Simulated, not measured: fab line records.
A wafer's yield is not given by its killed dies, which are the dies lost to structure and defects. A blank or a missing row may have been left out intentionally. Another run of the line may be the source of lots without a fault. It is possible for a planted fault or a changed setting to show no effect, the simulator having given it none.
Matching of chambers / flow nand harc / NHARC_A_SGD_CUT_DEP_00 on pecvd-02 has 3 sister chambers
The step deposits SiNx, target thk 50 nm. 3 wafers are shown with their chamber, then 9 later ones without.

## EACH WAFER AND ITS CHAMBER
wafer=L082.5; chamber=1; heater power w (W)=670
wafer=L089.4; chamber=2; heater power w (W)=720
wafer=L089.6; chamber=0; heater power w (W)=572

## WAFERS WHOSE CHAMBER IS MISSING
wafer=L090.2; heater power w (W)=725
wafer=L090.3; heater power w (W)=601
wafer=L090.6; heater power w (W)=768
wafer=L092.2; heater power w (W)=767
wafer=L092.3; heater power w (W)=677
wafer=L092.4; heater power w (W)=519
wafer=L094.1; heater power w (W)=792
wafer=L094.5; heater power w (W)=571
wafer=L094.6; heater power w (W)=678

## THE CHAMBER EACH PASSED THROUGH
wafer=L090.2; from the rows above=can't be placed: 2 or 1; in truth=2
wafer=L090.3; from the rows above=can't be placed: 0 or 1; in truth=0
wafer=L090.6; from the rows above=can't be placed: 2 or 1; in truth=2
wafer=L092.2; from the rows above=can't be placed: 2 or 1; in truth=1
wafer=L092.3; from the rows above=can't be placed: 1 or 2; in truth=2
wafer=L092.4; from the rows above=0; in truth=0
wafer=L094.1; from the rows above=can't be placed: 2 or 1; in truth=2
wafer=L094.5; from the rows above=0; in truth=0
wafer=L094.6; from the rows above=can't be placed: 1 or 2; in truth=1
Placed correctly: 2 of 9. These rows do not allow placing 7 (true chamber among the candidates in 7). 0 placed wrongly.
How it was worked out, from the rows above alone: a wafer's distance from a chamber is the root of the sum, over the readings, of the square of ((its reading less the chamber's mean) divided by the reading's scatter). The wafer belongs to the nearest chamber; if the next one is less than 2 further off, it can't be placed. The mean given for a chamber averages the wafers shown for that chamber. The scatter: with one shown wafer a chamber, the root of the mean of the squares of how far each hidden wafer lies from its nearest shown one.
